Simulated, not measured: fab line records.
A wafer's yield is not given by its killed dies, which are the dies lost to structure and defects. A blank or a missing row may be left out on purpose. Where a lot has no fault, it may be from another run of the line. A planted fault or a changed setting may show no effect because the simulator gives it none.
fab line records / flow nandHarc
record: lots: 15 wafers: 44 lastDay: 25
route steps=1159 shown A_ONON_D1@427 END@1159
lots that met no fault: taken from a fault-free run of the same line
startH: the number of hours between the record's first day and the start of the first shown wafer of the lot / waitH: time in hours since the lot's previous step / " repeats the value in the row above / L1.1+2: a row that stands for several wafers / - no value, or no start given / * or withheld: withheld / < > ~ a bound
route shown NAME@n: NAME is a module with steps in the file, n the number in the route of the first one / usual: mean/standard deviation taken from wafers without a fault / same: alike in all rows / chamber/n: place in a boat / sites: the reading at each site / _std_site: the standard deviation of these / _edge_site: the outer-site mean with the inner-site mean subtracted / radiusMm: how far each site lies from the wafer's centre / mask NAME#n: copy n / behind: the most recent tool/chamber to have shaped the wafer / hold: cause of the lot's hold/its duration in hours/its outcome / device: names the non-switching transistor (n, p or np) / end of line: the route-end tests of the same wafers / a step without rows: its recipe alone / killed: dies lost to structure and defects at the first sort, not the wafer's yield / map: dies across one wafer; x = killed, . = not, _ = none there
set.NAME: the setting as run; set.NAME@STEP: as run at that earlier step / model.NAME: the simulator's own value behind a step, which no gauge read
the route's steps for a sample of lots (tables are steps, rows are wafers)
services: when a tool's chamber went out of use (startH, in hours from the record's first day, below 0 if earlier), for how many hours, and the reason
== steps ==
step: NHARC_A_ONON_D1_THK_MEAS_05
recipe: thkMeasGauge: ellipsometry
usual: thkNm: 1000/8.1
lot.wafer=L329.1 tool=filmMetro-02 chamber=- startH=158.17 waitH=- thkNm=997
lot.wafer=L329.2 tool=filmMetro-02 chamber=- startH=158.17 waitH=- thkNm=998
lot.wafer=L329.6 tool=filmMetro-02 chamber=- startH=158.17 waitH=- thkNm=997
lot.wafer=L331.1 tool=filmMetro-01 chamber=- startH=163.79 waitH=- thkNm=1004
lot.wafer=L331.2 tool=filmMetro-01 chamber=- startH=163.79 waitH=- thkNm=1004
lot.wafer=L331.5 tool=filmMetro-01 chamber=- startH=163.79 waitH=- thkNm=1005
lot.wafer=L330.4 tool=filmMetro-02 chamber=- startH=163.82 waitH=- thkNm=1009
lot.wafer=L330.5 tool=filmMetro-02 chamber=- startH=163.82 waitH=- thkNm=1010
lot.wafer=L330.6 tool=filmMetro-02 chamber=- startH=163.82 waitH=- thkNm=1011
lot.wafer=L332.1 tool=filmMetro-01 chamber=- startH=184.43 waitH=- thkNm=993
lot.wafer=L332.5 tool=filmMetro-01 chamber=- startH=184.43 waitH=- thkNm=992
lot.wafer=L332.6 tool=filmMetro-01 chamber=- startH=184.43 waitH=- thkNm=991
lot.wafer=L334.1 tool=filmMetro-02 chamber=- startH=189.91 waitH=- thkNm=1008
lot.wafer=L334.3 tool=filmMetro-02 chamber=- startH=189.91 waitH=- thkNm=1009
lot.wafer=L334.4 tool=filmMetro-02 chamber=- startH=189.91 waitH=- thkNm=1006
lot.wafer=L336.5 tool=filmMetro-01 chamber=- startH=200.62 waitH=- thkNm=1017
lot.wafer=L336.6 tool=filmMetro-01 chamber=- startH=200.62 waitH=- thkNm=1014
lot.wafer=L339.2 tool=filmMetro-02 chamber=- startH=207.14 waitH=- thkNm=993
lot.wafer=L339.4 tool=filmMetro-02 chamber=- startH=207.14 waitH=- thkNm=993
lot.wafer=L339.6 tool=filmMetro-02 chamber=- startH=207.14 waitH=- thkNm=995
lot.wafer=L345.1 tool=filmMetro-02 chamber=- startH=256.21 waitH=- thkNm=998
lot.wafer=L345.2 tool=filmMetro-02 chamber=- startH=256.21 waitH=- thkNm=996
lot.wafer=L345.4 tool=filmMetro-02 chamber=- startH=256.21 waitH=- thkNm=996
lot.wafer=L346.2 tool=filmMetro-01 chamber=- startH=260.60 waitH=- thkNm=1008
lot.wafer=L346.3 tool=filmMetro-01 chamber=- startH=260.60 waitH=- thkNm=1010
lot.wafer=L346.6 tool=filmMetro-01 chamber=- startH=260.60 waitH=- thkNm=1006
lot.wafer=L347.1 tool=filmMetro-02 chamber=- startH=268.62 waitH=- thkNm=1003
lot.wafer=L347.3 tool=filmMetro-02 chamber=- startH=268.62 waitH=- thkNm=1004
lot.wafer=L347.4 tool=filmMetro-02 chamber=- startH=268.62 waitH=- thkNm=1005
lot.wafer=L350.3 tool=filmMetro-01 chamber=- startH=273.58 waitH=- thkNm=1009
lot.wafer=L350.5 tool=filmMetro-01 chamber=- startH=273.58 waitH=- thkNm=1010
lot.wafer=L350.6 tool=filmMetro-01 chamber=- startH=273.58 waitH=- thkNm=1010
lot.wafer=L348.3 tool=filmMetro-02 chamber=- startH=273.59 waitH=- thkNm=980
lot.wafer=L348.5 tool=filmMetro-02 chamber=- startH=273.59 waitH=- thkNm=980
lot.wafer=L348.6 tool=filmMetro-02 chamber=- startH=273.59 waitH=- thkNm=980
lot.wafer=L349.1 tool=filmMetro-01 chamber=- startH=277.22 waitH=- thkNm=996
lot.wafer=L349.2 tool=filmMetro-01 chamber=- startH=277.22 waitH=- thkNm=1001
lot.wafer=L349.6 tool=filmMetro-01 chamber=- startH=277.22 waitH=- thkNm=999
lot.wafer=L351.1 tool=filmMetro-01 chamber=- startH=292.02 waitH=- thkNm=995
lot.wafer=L351.2 tool=filmMetro-01 chamber=- startH=292.02 waitH=- thkNm=996
lot.wafer=L351.4 tool=filmMetro-01 chamber=- startH=292.02 waitH=- thkNm=994
lot.wafer=L352.1 tool=filmMetro-02 chamber=- startH=302.51 waitH=- thkNm=1002
lot.wafer=L352.2 tool=filmMetro-02 chamber=- startH=302.51 waitH=- thkNm=1002
lot.wafer=L352.4 tool=filmMetro-02 chamber=- startH=302.51 waitH=- thkNm=1003
step: NHARC_A_ONON_D1_DEP_16
recipe: targetThkA: 10000 n2FlowSccm: 2750 n2oFlowSccm: 2000 nh3FlowSccm: 500 sih4FlowSccm: 210 tempC: 400
lot.wafer=L329.1+2+6 tool=pecvdOnon-03 chamber=0 startH=166.70 waitH=0.1
lot.wafer=L331.1+2+5 tool=pecvdOnon-03 chamber=0 startH=172.08 waitH=0.1
lot.wafer=L330.4+5+6 tool=pecvdOnon-04 chamber=0 startH=172.26 waitH=0.2
lot.wafer=L332.1+5+6 tool=pecvdOnon-02 chamber=0 startH=193.13 waitH=0.1
lot.wafer=L334.1+3+4 tool=pecvdOnon-03 chamber=0 startH=198.18 waitH=0.1
lot.wafer=L336.5+6 tool=pecvdOnon-03 chamber=0 startH=209.14 waitH=0.3
lot.wafer=L339.2+4+6 tool=pecvdOnon-03 chamber=0 startH=220.27 waitH=0.1
lot.wafer=L345.1+2+4 tool=pecvdOnon-02 chamber=0 startH=264.39 waitH=0.1
lot.wafer=L346.2+3+6 tool=pecvdOnon-02 chamber=0 startH=268.92 waitH=0.1
lot.wafer=L347.1+3+4 tool=pecvdOnon-04 chamber=0 startH=280.03 waitH=0.1
lot.wafer=L348.3+5+6 tool=pecvdOnon-03 chamber=0 startH=280.14 waitH=0.2
lot.wafer=L350.3+5+6 tool=pecvdOnon-02 chamber=0 startH=280.15 waitH=0.2
lot.wafer=L349.1+2+6 tool=pecvdOnon-04 chamber=0 startH=285.57 waitH=0.1
lot.wafer=L351.1+2+4 tool=pecvdOnon-03 chamber=0 startH=300.35 waitH=0.1
lot.wafer=L352.1+2+4 tool=pecvdOnon-02 chamber=0 startH=310.83 waitH=0.1
step: NHARC_A_ONON_D1_THK_MEAS_18
recipe: thkMeasGauge: ellipsometry
usual: thkNm: 1002/12
lot.wafer=L329.1 tool=filmMetro-02 chamber=- startH=167.21 waitH=- thkNm=1023
lot.wafer=L329.2 tool=filmMetro-02 chamber=- startH=167.21 waitH=- thkNm=1021
lot.wafer=L329.6 tool=filmMetro-02 chamber=- startH=167.21 waitH=- thkNm=1020
lot.wafer=L331.1 tool=filmMetro-01 chamber=- startH=172.59 waitH=- thkNm=983
lot.wafer=L331.2 tool=filmMetro-01 chamber=- startH=172.59 waitH=- thkNm=981
lot.wafer=L331.5 tool=filmMetro-01 chamber=- startH=172.59 waitH=- thkNm=982
lot.wafer=L330.4 tool=filmMetro-02 chamber=- startH=172.60 waitH=- thkNm=978
lot.wafer=L330.5 tool=filmMetro-02 chamber=- startH=172.60 waitH=- thkNm=979
lot.wafer=L330.6 tool=filmMetro-02 chamber=- startH=172.60 waitH=- thkNm=979
lot.wafer=L332.1 tool=filmMetro-01 chamber=- startH=193.65 waitH=- thkNm=1012
lot.wafer=L332.5 tool=filmMetro-01 chamber=- startH=193.65 waitH=- thkNm=1011
lot.wafer=L332.6 tool=filmMetro-01 chamber=- startH=193.65 waitH=- thkNm=1011
lot.wafer=L334.1 tool=filmMetro-01 chamber=- startH=198.69 waitH=- thkNm=998
lot.wafer=L334.3 tool=filmMetro-01 chamber=- startH=198.69 waitH=- thkNm=678
lot.wafer=L334.4 tool=filmMetro-01 chamber=- startH=198.69 waitH=- thkNm=998
lot.wafer=L336.5 tool=filmMetro-01 chamber=- startH=209.44 waitH=- thkNm=1010
lot.wafer=L336.6 tool=filmMetro-01 chamber=- startH=209.44 waitH=- thkNm=692
lot.wafer=L339.2 tool=filmMetro-01 chamber=- startH=220.72 waitH=- thkNm=1001
lot.wafer=L339.4 tool=filmMetro-01 chamber=- startH=220.72 waitH=- thkNm=1002
lot.wafer=L339.6 tool=filmMetro-01 chamber=- startH=220.72 waitH=- thkNm=684
lot.wafer=L345.1 tool=filmMetro-02 chamber=- startH=264.89 waitH=- thkNm=987
lot.wafer=L345.2 tool=filmMetro-02 chamber=- startH=264.89 waitH=- thkNm=987
lot.wafer=L345.4 tool=filmMetro-02 chamber=- startH=264.89 waitH=- thkNm=987
lot.wafer=L346.2 tool=filmMetro-01 chamber=- startH=269.38 waitH=- thkNm=1002
lot.wafer=L346.3 tool=filmMetro-01 chamber=- startH=269.38 waitH=- thkNm=1002
lot.wafer=L346.6 tool=filmMetro-01 chamber=- startH=269.38 waitH=- thkNm=1002
lot.wafer=L348.3 tool=filmMetro-02 chamber=- startH=280.53 waitH=- thkNm=994
lot.wafer=L348.5 tool=filmMetro-02 chamber=- startH=280.53 waitH=- thkNm=995
lot.wafer=L348.6 tool=filmMetro-02 chamber=- startH=280.53 waitH=- thkNm=995
lot.wafer=L347.1 tool=filmMetro-01 chamber=- startH=280.54 waitH=- thkNm=1016
lot.wafer=L347.3 tool=filmMetro-01 chamber=- startH=280.54 waitH=- thkNm=1016
lot.wafer=L347.4 tool=filmMetro-01 chamber=- startH=280.54 waitH=- thkNm=1015
lot.wafer=L350.3 tool=filmMetro-02 chamber=- startH=280.55 waitH=- thkNm=987
lot.wafer=L350.5 tool=filmMetro-02 chamber=- startH=280.55 waitH=- thkNm=986
lot.wafer=L350.6 tool=filmMetro-02 chamber=- startH=280.55 waitH=- thkNm=987
lot.wafer=L349.1 tool=filmMetro-02 chamber=- startH=286.08 waitH=- thkNm=1005
lot.wafer=L349.2 tool=filmMetro-02 chamber=- startH=286.08 waitH=- thkNm=1005
lot.wafer=L349.6 tool=filmMetro-02 chamber=- startH=286.08 waitH=- thkNm=1005
lot.wafer=L351.1 tool=filmMetro-02 chamber=- startH=300.86 waitH=- thkNm=1000
lot.wafer=L351.2 tool=filmMetro-02 chamber=- startH=300.86 waitH=- thkNm=999
lot.wafer=L351.4 tool=filmMetro-02 chamber=- startH=300.86 waitH=- thkNm=999
lot.wafer=L352.1 tool=filmMetro-02 chamber=- startH=311.35 waitH=- thkNm=992
lot.wafer=L352.2 tool=filmMetro-02 chamber=- startH=311.35 waitH=- thkNm=994
lot.wafer=L352.4 tool=filmMetro-02 chamber=- startH=311.35 waitH=- thkNm=994
step: NHARC_A_ONON_D1_DEP_33
recipe: targetThkA: 2000 tempC: 400 pressureTorr: 6.5 rfW: 900 teosFlowSccm: 161.4 flowSccm: 2650 targetThkNm: 200 gas: O2 material: SiO2
usual: heaterPowerOuterW: 296/63 heaterPowerW: 532/100 throttleValvePct: 15.8/0.53
lot.wafer=L329.2 tool=pecvd-03 chamber=0 startH=169.57 waitH=0.1 heaterPowerOuterW=392 heaterPowerW=684 throttleValvePct=17.0
lot.wafer=L329.1 tool=pecvd-03 chamber=2 startH=169.57 waitH=0.1 heaterPowerOuterW=187 heaterPowerW=361 throttleValvePct=15.7
lot.wafer=L329.6 tool=pecvd-03 chamber=1 startH=169.57 waitH=0.1 heaterPowerOuterW=289 heaterPowerW=474 throttleValvePct=16.0
lot.wafer=L331.2 tool=pecvd-02 chamber=0 startH=174.91 waitH=0.1 heaterPowerOuterW=331 heaterPowerW=582 throttleValvePct=15.7
lot.wafer=L331.1 tool=pecvd-02 chamber=1 startH=174.91 waitH=0.1 heaterPowerOuterW=212 heaterPowerW=397 throttleValvePct=15.4
lot.wafer=L331.5 tool=pecvd-02 chamber=0 startH=174.91 waitH=0.1 heaterPowerOuterW=354 heaterPowerW=561 throttleValvePct=15.7
lot.wafer=L330.5 tool=pecvd-04 chamber=2 startH=175.07 waitH=0.2 heaterPowerOuterW=340 heaterPowerW=649 throttleValvePct=15.6
lot.wafer=L330.6 tool=pecvd-04 chamber=0 startH=175.07 waitH=0.2 heaterPowerOuterW=190 heaterPowerW=416 throttleValvePct=15.7
lot.wafer=L330.4 tool=pecvd-04 chamber=1 startH=175.07 waitH=0.2 heaterPowerOuterW=375 heaterPowerW=594 throttleValvePct=15.8
lot.wafer=L332.1 tool=pecvd-03 chamber=2 startH=196.54 waitH=0.6 heaterPowerOuterW=240 heaterPowerW=437 throttleValvePct=15.6
lot.wafer=L332.6 tool=pecvd-03 chamber=0 startH=196.54 waitH=0.6 heaterPowerOuterW=450 heaterPowerW=760 throttleValvePct=17.0
lot.wafer=L332.5 tool=pecvd-03 chamber=2 startH=196.54 waitH=0.6 heaterPowerOuterW=250 heaterPowerW=445 throttleValvePct=15.8
lot.wafer=L334.3 tool=pecvd-03 chamber=0 startH=201.00 waitH=0.1 heaterPowerOuterW=367 heaterPowerW=645 throttleValvePct=16.8
lot.wafer=L334.1 tool=pecvd-03 chamber=1 startH=201.00 waitH=0.1 heaterPowerOuterW=280 heaterPowerW=462 throttleValvePct=16.2
lot.wafer=L334.4 tool=pecvd-03 chamber=1 startH=201.00 waitH=0.1 heaterPowerOuterW=293 heaterPowerW=470 throttleValvePct=16.0
lot.wafer=L336.6 tool=pecvd-04 chamber=1 startH=211.89 waitH=0.2 heaterPowerOuterW=255 heaterPowerW=449 throttleValvePct=15.3
lot.wafer=L336.5 tool=pecvd-04 chamber=0 startH=211.89 waitH=0.2 heaterPowerOuterW=240 heaterPowerW=472 throttleValvePct=15.8
lot.wafer=L339.2 tool=pecvd-02 chamber=0 startH=223.33 waitH=0.3 heaterPowerOuterW=328 heaterPowerW=548 throttleValvePct=16.0
lot.wafer=L339.4 tool=pecvd-02 chamber=0 startH=223.33 waitH=0.3 heaterPowerOuterW=331 heaterPowerW=545 throttleValvePct=16.1
lot.wafer=L339.6 tool=pecvd-02 chamber=1 startH=223.33 waitH=0.3 heaterPowerOuterW=282 heaterPowerW=487 throttleValvePct=15.7
lot.wafer=L345.1 tool=pecvd-04 chamber=0 startH=267.21 waitH=0.1 heaterPowerOuterW=284 heaterPowerW=546 throttleValvePct=15.8
lot.wafer=L345.2 tool=pecvd-04 chamber=1 startH=267.21 waitH=0.1 heaterPowerOuterW=334 heaterPowerW=558 throttleValvePct=15.4
lot.wafer=L345.4 tool=pecvd-04 chamber=0 startH=267.21 waitH=0.1 heaterPowerOuterW=180 heaterPowerW=397 throttleValvePct=16.2
lot.wafer=L346.2 tool=pecvd-04 chamber=0 startH=271.72 waitH=0.1 heaterPowerOuterW=271 heaterPowerW=507 throttleValvePct=16.1
lot.wafer=L346.3 tool=pecvd-04 chamber=2 startH=271.72 waitH=0.1 heaterPowerOuterW=299 heaterPowerW=577 throttleValvePct=15.4
lot.wafer=L346.6 tool=pecvd-04 chamber=1 startH=271.72 waitH=0.1 heaterPowerOuterW=324 heaterPowerW=546 throttleValvePct=15.5
lot.wafer=L347.3 tool=pecvd-02 chamber=0 startH=282.89 waitH=0.1 heaterPowerOuterW=252 heaterPowerW=453 throttleValvePct=15.9
lot.wafer=L347.1 tool=pecvd-02 chamber=1 startH=282.89 waitH=0.1 heaterPowerOuterW=214 heaterPowerW=414 throttleValvePct=16.0
lot.wafer=L347.4 tool=pecvd-02 chamber=0 startH=282.89 waitH=0.1 heaterPowerOuterW=264 heaterPowerW=456 throttleValvePct=15.9
lot.wafer=L348.3 tool=pecvd-03 chamber=2 startH=282.94 waitH=0.1 heaterPowerOuterW=237 heaterPowerW=406 throttleValvePct=16.0
lot.wafer=L348.5 tool=pecvd-03 chamber=1 startH=282.94 waitH=0.1 heaterPowerOuterW=235 heaterPowerW=401 throttleValvePct=16.4
lot.wafer=L348.6 tool=pecvd-03 chamber=2 startH=282.94 waitH=0.1 heaterPowerOuterW=238 heaterPowerW=431 throttleValvePct=15.7
lot.wafer=L350.3 tool=pecvd-04 chamber=0 startH=282.96 waitH=0.1 heaterPowerOuterW=225 heaterPowerW=468 throttleValvePct=15.8
lot.wafer=L350.6 tool=pecvd-04 chamber=0 startH=282.96 waitH=0.1 heaterPowerOuterW=236 heaterPowerW=472 throttleValvePct=15.9
lot.wafer=L350.5 tool=pecvd-04 chamber=1 startH=282.96 waitH=0.1 heaterPowerOuterW=271 heaterPowerW=481 throttleValvePct=15.5
lot.wafer=L349.1 tool=pecvd-03 chamber=0 startH=288.43 waitH=0.1 heaterPowerOuterW=331 heaterPowerW=618 throttleValvePct=16.9
lot.wafer=L349.2 tool=pecvd-03 chamber=2 startH=288.43 waitH=0.1 heaterPowerOuterW=227 heaterPowerW=402 throttleValvePct=16.0
lot.wafer=L349.6 tool=pecvd-03 chamber=1 startH=288.43 waitH=0.1 heaterPowerOuterW=331 heaterPowerW=528 throttleValvePct=16.2
lot.wafer=L351.2 tool=pecvd-02 chamber=0 startH=303.20 waitH=0.1 heaterPowerOuterW=259 heaterPowerW=459 throttleValvePct=16.2
lot.wafer=L351.1 tool=pecvd-02 chamber=1 startH=303.20 waitH=0.1 heaterPowerOuterW=284 heaterPowerW=500 throttleValvePct=15.9
lot.wafer=L351.4 tool=pecvd-02 chamber=1 startH=303.20 waitH=0.1 heaterPowerOuterW=284 heaterPowerW=505 throttleValvePct=15.8
lot.wafer=L352.2 tool=pecvd-04 chamber=1 startH=313.75 waitH=0.1 heaterPowerOuterW=307 heaterPowerW=527 throttleValvePct=15.5
lot.wafer=L352.1 tool=pecvd-04 chamber=2 startH=313.75 waitH=0.1 heaterPowerOuterW=296 heaterPowerW=572 throttleValvePct=15.2
lot.wafer=L352.4 tool=pecvd-04 chamber=2 startH=313.75 waitH=0.1 heaterPowerOuterW=318 heaterPowerW=592 throttleValvePct=15.3
step: NHARC_END_SORT_01
recipe: tempC: 25
usual: killedAtArray: 28/11 killedAtOther: 0.5/0.85 killedAtPeriphery: 2.7/1.9 killedDies: 32/12 killedOpen: 3.3/1.6 killedShort: 2.1/1.5
same: grossDies: 677
lot.wafer=L334.1 tool=prober-01 chamber=0 startH=472.69 waitH=2.5 killedAtArray=8 killedAtOther=0 killedAtPeriphery=0 killedDies=8 killedOpen=2 killedShort=2
lot.wafer=L334.3 tool=prober-01 chamber=0 startH=474.31 waitH=3.1 killedAtArray=674 killedAtOther=0 killedAtPeriphery=3 killedDies=677 killedOpen=3 killedShort=0
lot.wafer=L334.4 tool=prober-01 chamber=0 startH=475.12 waitH=3.4 killedAtArray=12 killedAtOther=0 killedAtPeriphery=2 killedDies=14 killedOpen=2 killedShort=1
lot.wafer=L336.5 tool=prober-02 chamber=0 startH=485.56 waitH=3.7 killedAtArray=28 killedAtOther=0 killedAtPeriphery=4 killedDies=32 killedOpen=2 killedShort=1
lot.wafer=L336.6 tool=prober-02 chamber=0 startH=486.35 waitH=4.0 killedAtArray=676 killedAtOther=0 killedAtPeriphery=1 killedDies=677 killedOpen=4 killedShort=7
lot.wafer=L339.2 tool=prober-01 chamber=0 startH=513.71 waitH=2.8 killedAtArray=22 killedAtOther=3 killedAtPeriphery=1 killedDies=26 killedOpen=7 killedShort=1
lot.wafer=L339.4 tool=prober-01 chamber=0 startH=515.31 waitH=3.4 killedAtArray=18 killedAtOther=1 killedAtPeriphery=1 killedDies=20 killedOpen=4 killedShort=1
lot.wafer=L339.6 tool=prober-01 chamber=0 startH=516.91 waitH=4.0 killedAtArray=675 killedAtOther=1 killedAtPeriphery=1 killedDies=677 killedOpen=2 killedShort=0
killed by level:class
L334.1 A_STAIRCASE:chamberFilmFlake=2 A_CHANNEL_FILL_D1:geometricParticle:short=1 A_WL_FILL:geometricParticle:short=1 A_CONTACT:geometricParticle:open=1 A_BLC:geometricParticle:open=1 A_CHANNEL_HOLE_D1:chamberFilmFlake=1 A_CONTACT:chamberFilmFlake=1
L334.3 A_ONON_D1:areaDep=668 A_ZERO_WELL:chamberFilmFlake=2 A_CHANNEL_HOLE_D1:chamberFilmFlake=2 P_CONTACT:geometricParticle:open=1 P_M0:geometricParticle:open=1 A_CONTACT:geometricParticle:open=1 P_STI:chamberFilmFlake=1 A_M1:chamberFilmFlake=1
L334.4 A_CHANNEL_HOLE_D1:chamberFilmFlake=4 A_STAIRCASE:chamberFilmFlake=2 A_CONTACT:chamberFilmFlake=2 A_SOURCE_PLATE:geometricParticle:short=1 A_ONON_D1:geometricParticle:open=1 A_STAIRCASE:geometricParticle:open=1 P_ZERO_WELL:chamberFilmFlake=1 P_STI:chamberFilmFlake=1
L336.5 A_CHANNEL_HOLE_D1:chamberFilmFlake=20 A_STAIRCASE:chamberFilmFlake=3 A_CONTACT:chamberFilmFlake=3 P_CONTACT:geometricParticle:open=2 P_STI:chamberFilmFlake=2 A_SOURCE_PLATE:geometricParticle:short=1 A_ZERO_WELL:chamberFilmFlake=1
L336.6 A_ONON_D1:areaDep=649 A_CHANNEL_HOLE_D1:chamberFilmFlake=11 A_WL_FILL:geometricParticle:short=5 A_CONTACT:chamberFilmFlake=4 A_CONTACT:geometricParticle:open=2 A_M1:geometricParticle:open=2 P_M2:geometricParticle:short=1 A_BLC:geometricParticle:short=1
L339.2 A_CONTACT:chamberFilmFlake=11 THIN_TSV:chamberFilmFlake=3 A_M0:geometricParticle:open=2 A_CHANNEL_FILL_D1:chamberFilmFlake=2 P_CONTACT:geometricParticle:open=1 A_ONON_D1:geometricParticle:open=1 A_CHANNEL_FILL_D1:geometricParticle:open=1 A_SGD_CUT:geometricParticle:short=1
L339.4 A_CHANNEL_HOLE_D1:chamberFilmFlake=4 A_CHANNEL_FILL_D1:chamberFilmFlake=4 A_CONTACT:chamberFilmFlake=4 P_GATE:geometricParticle:open=1 A_CHANNEL_FILL_D1:geometricParticle:short=1 A_SGD_CUT:geometricParticle:open=1 A_CONTACT:geometricParticle:open=1 A_M0:geometricParticle:open=1
L339.6 A_ONON_D1:areaDep=659 A_CHANNEL_HOLE_D1:chamberFilmFlake=4 A_CHANNEL_FILL_D1:chamberFilmFlake=3 A_STAIRCASE:chamberFilmFlake=3 A_CONTACT:chamberFilmFlake=2 A_ONON_D1:geometricParticle:open=1 A_CHANNEL_FILL_D1:geometricParticle:open=1 THIN_TSV:chamberFilmFlake=1
== services ==
tool=pecvd-04 chamber=0 startH=151.19 hours=3.4 kind=repair
tool=pecvdOnon-03 chamber=- startH=153.05 hours=13.0 kind=pm
tool=pecvd-02 chamber=- startH=153.45 hours=13.0 kind=pm
tool=pecvd-04 chamber=- startH=155.90 hours=1.0 kind=repair
tool=pecvd-02 chamber=0 startH=183.67 hours=6.2 kind=repair
tool=pecvd-04 chamber=- startH=195.28 hours=13.0 kind=pm
tool=pecvd-04 chamber=0 startH=195.28 hours=13.0 kind=ventCycle
tool=pecvd-04 chamber=1 startH=195.28 hours=13.0 kind=ventCycle
tool=pecvd-04 chamber=2 startH=195.28 hours=13.0 kind=ventCycle
tool=pecvd-04 chamber=0 startH=208.28 hours=- kind=clean
tool=pecvd-04 chamber=1 startH=208.28 hours=- kind=clean
tool=pecvd-04 chamber=2 startH=208.28 hours=- kind=clean
tool=pecvd-02 chamber=- startH=213.11 hours=1.0 kind=repair
tool=pecvd-03 chamber=1 startH=221.16 hours=8.3 kind=repair
tool=pecvd-04 chamber=1 startH=227.64 hours=5.6 kind=repair
tool=pecvdOnon-04 chamber=- startH=237.00 hours=13.0 kind=pm
tool=pecvd-03 chamber=- startH=264.44 hours=0.4 kind=repair
tool=pecvdOnon-02 chamber=- startH=292.00 hours=13.0 kind=pm
tool=pecvd-03 chamber=- startH=292.41 hours=13.0 kind=pm
tool=pecvd-03 chamber=0 startH=292.41 hours=13.0 kind=ventCycle
tool=pecvd-03 chamber=1 startH=292.41 hours=13.0 kind=ventCycle
tool=pecvd-03 chamber=2 startH=292.41 hours=13.0 kind=ventCycle
tool=pecvd-03 chamber=0 startH=305.41 hours=- kind=clean
tool=pecvd-03 chamber=1 startH=305.41 hours=- kind=clean
== key ==
firstSign: step: NHARC_A_ONON_D1_THK_MEAS_18 reading: thkNm direction: down sigmas: 27 usual: 1002 struck: 685
effect: step: NHARC_END_SORT_01 reading: killedAtArray direction: up sigmas: 57 usual: 28 struck: 675
moreKillsBornAt: NHARC_A_ONON_D1_DEP_16@pecvdOnon-03: 1976
metAt NHARC_A_ONON_D1_DEP_16
struckLots L334,L336,L339
struckWafers L334.3,L336.6,L339.6
laterRowsLeftOut L334.3,L336.6,L339.6
testerLeftOut L334,L336,L339
notActingAt NHARC_A_ONON_D1_THK_MEAS_05,NHARC_A_ONON_D1_DEP_33
onsetBetween 172.08 198.18
fault: kind: processParameterDrift tool: pecvdOnon-03 chamber: - onsetH: 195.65 steps: NHARC_A_ONON_D1_DEP_16 channel: targetThkA offset: * shape: step endH: 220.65 scope: struckWafersOnly actsIn: * stated: *
testerLeftOut: of these lots the tester's yield and bins aren't shown, on N5 and GAA mostly nor the transistor test; their killed dies are dies lost to structure and defects alone, not to doping, threshold or leakage, so they don't give the yield
laterRowsLeftOut: the simulator's readings of these wafers behind a module that went badly wrong aren't trusted and aren't shown, but for the sort
